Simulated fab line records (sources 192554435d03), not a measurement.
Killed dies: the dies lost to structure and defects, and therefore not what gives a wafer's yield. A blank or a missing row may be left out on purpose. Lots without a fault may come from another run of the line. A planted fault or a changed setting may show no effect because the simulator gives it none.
Which tool is to blame? | flow n5-finfet | Sampling: 10 lots, 30 wafers, 6 of 1938 route steps

WHAT EACH GAUGE READ, for each wafer
N5_BEOL_M10_CD_MEAS_11: target cd 64.1 nm. Usual: 64.3 nm for cd-nm, sd 0.83.
lot  | measured     | on        | cd-nm (nm)     | flag
L246 | day 11 12:35 | cd-sem-03 | 65.1 64.1 65.2 |
L245 | day 11 16:32 | cd-sem-01 | 64.4 63.8 63.9 |
L248 | day 12 11:38 | cd-sem-03 | 63.2 64.5 63.8 |
L250 | day 13 01:07 | cd-sem-03 | 64.4 65.3 65.4 |
L249 | day 13 05:10 | cd-sem-02 | 62.5 63.0 64.8 |
L252 | day 13 22:35 | cd-sem-01 | 63.2 64.5 63.2 |
L253 | day 14 10:32 | cd-sem-01 | 63.7 64.5 64.5 |
L255 | day 14 12:13 | cd-sem-03 | 65.1 64.3 64.4 |
L256 | day 14 13:16 | cd-sem-02 | 63.4 62.9 63.1 |
L266 | day 16 10:53 | cd-sem-03 | 64.1 64.3 64.1 |

N5_BEOL_M10_INSPECT_13: inspects for defects (brightfield). Usual: 415 for raw-defect-count, sd 86.
lot  | measured     | on                | raw-defect-count | flag
L246 | day 11 12:38 | defect-inspect-02 | 426 376 396      |
L245 | day 11 16:36 | defect-inspect-01 | 388 331 366      |
L248 | day 12 11:41 | defect-inspect-02 | 388 331 443      |
L250 | day 13 01:10 | defect-inspect-02 | 554 385 368      |
L249 | day 13 05:13 | defect-inspect-02 | 391 367 399      |
L252 | day 13 22:38 | defect-inspect-02 | 434 486 338      |
L253 | day 14 10:35 | defect-inspect-02 | 706 403 655      |
L255 | day 14 12:16 | defect-inspect-02 | 335 381 1149     |
L256 | day 14 13:20 | defect-inspect-02 | 279 357 369      |
L266 | day 16 10:56 | defect-inspect-02 | 326 484 362      |

N5_BEOL_M10_INSPECT_30: inspects for defects (brightfield). Usual: 415 for raw-defect-count, sd 85.
lot  | measured     | on                | raw-defect-count | flag
L246 | day 11 14:00 | defect-inspect-02 | 427 359 347      |
L245 | day 11 17:50 | defect-inspect-02 | 400 331 326      |
L248 | day 12 13:35 | defect-inspect-02 | 394 328 450      |
L250 | day 13 03:31 | defect-inspect-02 | 544 358 369      |
L249 | day 13 06:19 | defect-inspect-02 | 395 372 395      |
L252 | day 14 00:19 | defect-inspect-02 | 426 432 327      |
L253 | day 14 11:26 | defect-inspect-02 | 691 413 680      |
L255 | day 14 14:14 | defect-inspect-02 | 345 394 1173     |
L256 | day 14 14:27 | defect-inspect-02 | 314 378 364      |
L266 | day 16 14:13 | defect-inspect-01 | 323 527 379      |

TOOL THAT RAN EACH LOT (tool first, then ch and the chambers of the sampled wafers, then the start)
lot  | N5_BEOL_M10_HM_DEP_02        | N5_BEOL_M10_DESCUM_16              | N5_BEOL_M10_HM_OPEN_17
L246 | pvd-sputter-02, day 11 12:05 | rie-diel-02 ch 0,1,2, day 11 12:56 | rie-metal-02 ch 0,1, day 11 13:12
L245 | pvd-sputter-02, day 11 16:03 | rie-diel-02 ch 0,1, day 11 16:46   | rie-metal-02 ch 0,1, day 11 17:04
L248 | pvd-sputter-01, day 12 11:08 | rie-diel-02 ch 1,2,3, day 12 11:43 | rie-metal-01 ch 0,1, day 12 11:59
L250 | pvd-sputter-01, day 13 00:36 | rie-diel-05 ch 1,2,3, day 13 01:12 | rie-metal-01 ch 0,1, day 13 01:28
L249 | pvd-sputter-03, day 13 04:40 | rie-diel-03 ch 0,2, day 13 05:16   | rie-metal-03 ch 0,1, day 13 05:32
L252 | pvd-sputter-03, day 13 22:05 | rie-diel-05 ch 1,2,3, day 13 23:10 | rie-metal-01 ch 0,1, day 13 23:26
L253 | pvd-sputter-02, day 14 10:02 | rie-diel-02 ch 0,2, day 14 10:37   | rie-metal-02 ch 0,1, day 14 10:53
L255 | pvd-sputter-02, day 14 11:43 | rie-diel-05 ch 0,1,2, day 14 12:18 | rie-metal-02 ch 0,1, day 14 12:34
L256 | pvd-sputter-01, day 14 12:54 | rie-diel-05 ch 1,2, day 14 13:31   | rie-metal-03 ch 0,1, day 14 13:48
L266 | pvd-sputter-01, day 16 10:31 | rie-diel-02 ch 1,2,3, day 16 11:01 | rie-metal-03 ch 0,1, day 16 11:17
- N5_BEOL_M10_HM_DEP_02: deposits TiN, target thk 20 nm.
- N5_BEOL_M10_DESCUM_16: chemistry O2, time 7.9 s.
- N5_BEOL_M10_HM_OPEN_17: chemistry Cl2/BCl3, target TiN, target depth 20 nm, overetch 6 nm.

AS READ BY THE TOOLS THEMSELVES (means over the sampled wafers that have a number; for cases with no such wafer, the mark the record gives instead)
N5_BEOL_M10_HM_DEP_02. Usual: 30.0 % for throttle-valve-pct, sd 0.73.
lot  | tool           | throttle-valve-pct (%) | flag
L246 | pvd-sputter-02 | 30.2                   |
L245 | pvd-sputter-02 | 30.6                   |
L248 | pvd-sputter-01 | 30.1                   |
L250 | pvd-sputter-01 | 30.3                   |
L249 | pvd-sputter-03 | 29.3                   |
L252 | pvd-sputter-03 | 30.0                   |
L253 | pvd-sputter-02 | 30.4                   |
L255 | pvd-sputter-02 | 29.8                   |
L256 | pvd-sputter-01 | 30.2                   |
L266 | pvd-sputter-01 | 29.9                   |

N5_BEOL_M10_DESCUM_16. Usual: drypump-motor-current-A is 5.8 A with standard deviation 0.41, o2-flow-sccm is 224.9 sccm with standard deviation 0.73, oes-product-au is 0.79 a.u. with standard deviation 0.077, rf-fwd-power-W is 49.42 W with standard deviation 0.18, rf-vpp-V is 243.4 V with standard deviation 1.3, showerhead-plenum-p-Torr is 2.12 Torr with standard deviation 0.074, and throttle-valve-pct is 20.50 % with standard deviation 0.2.
lot  | tool        | drypump-motor-current-A (A) | o2-flow-sccm (sccm) | oes-product-au (a.u.) | rf-fwd-power-W (W) | rf-vpp-V (V) | showerhead-plenum-p-Torr (Torr) | throttle-valve-pct (%) | flag
L246 | rie-diel-02 | 5.7                         | 225.0               | 0.82                  | 49.62              | 244.2        | 2.18                            | 20.40                  |
L245 | rie-diel-02 | 5.7                         | 226.3               | 0.84                  | 49.54              | 244.1        | 2.17                            | 20.37                  |
L248 | rie-diel-02 | 5.5                         | 225.2               | 0.75                  | 49.51              | 243.8        | 2.10                            | 20.51                  |
L250 | rie-diel-05 | 6.0                         | 224.3               | 0.77                  | 49.42              | 242.2        | 2.07                            | 20.62                  |
L249 | rie-diel-03 | 5.3                         | 224.8               | 0.79                  | 49.50              | 243.2        | 2.10                            | 20.28                  |
L252 | rie-diel-05 | 6.0                         | 225.1               | 0.76                  | 49.41              | 242.5        | 2.07                            | 20.62                  |
L253 | rie-diel-02 | 6.0                         | 225.4               | 0.80                  | 49.38              | 244.3        | 2.20                            | 20.51                  |
L255 | rie-diel-05 | 6.1                         | 224.4               | 0.75                  | 49.48              | 242.9        | 2.06                            | 20.51                  |
L256 | rie-diel-05 | 6.1                         | 225.0               | 0.80                  | 49.39              | 241.7        | 2.01                            | 20.46                  |
L266 | rie-diel-02 | 5.5                         | 224.9               | 0.82                  | 49.45              | 243.7        | 2.18                            | 20.43                  |

N5_BEOL_M10_HM_OPEN_17. Usual: drypump-motor-current-A 5.6 A, standard deviation 0.43; oes-product-au 0.65 a.u., standard deviation 0.093; rf-fwd-power-W 992 W, standard deviation 3.1; throttle-valve-pct 21.99 %, standard deviation 0.23.
lot  | tool         | drypump-motor-current-A (A) | oes-product-au (a.u.) | rf-fwd-power-W (W) | throttle-valve-pct (%) | flag
L246 | rie-metal-02 | 5.2                         | 0.69                  | 990                | 22.12                  |
L245 | rie-metal-02 | 5.2                         | 0.63                  | 989                | 22.23                  |
L248 | rie-metal-01 | 6.0                         | 0.58                  | 996                | 21.74                  |
L250 | rie-metal-01 | 6.0                         | 0.57                  | 992                | 21.73                  |
L249 | rie-metal-03 | 5.9                         | 0.67                  | 992                | 21.93                  |
L252 | rie-metal-01 | 6.0                         | 0.57                  | 992                | 21.76                  |
L253 | rie-metal-02 | 5.2                         | 0.62                  | 994                | 22.26                  |
L255 | rie-metal-02 | 5.2                         | 0.63                  | 988                | 22.23                  |
L256 | rie-metal-03 | 5.6                         | 0.61                  | 992                | 22.00                  |
L266 | rie-metal-03 | 5.7                         | 0.77                  | 994                | 22.09                  |

THE ANSWER, worked out from the rows above alone
Rule: take the mean of a lot's wafers that have a number; if it is more than 3 standard deviations from the usual mean, the lot is off. A lot without any number at a reading at which 4 lots or more have one is off too. All remaining lots with rows at the step are treated as sound. Order of review: gauges by route order, followed by the tools' own readings, for which a lot's mean as printed above is used. At the first step where some lot is off, the reading lying furthest off is the one used; lots without a number count as furthest.
No lot is off at any reading shown: from this, nothing can be told.

WHAT THE SIMULATOR HAD INSERTED
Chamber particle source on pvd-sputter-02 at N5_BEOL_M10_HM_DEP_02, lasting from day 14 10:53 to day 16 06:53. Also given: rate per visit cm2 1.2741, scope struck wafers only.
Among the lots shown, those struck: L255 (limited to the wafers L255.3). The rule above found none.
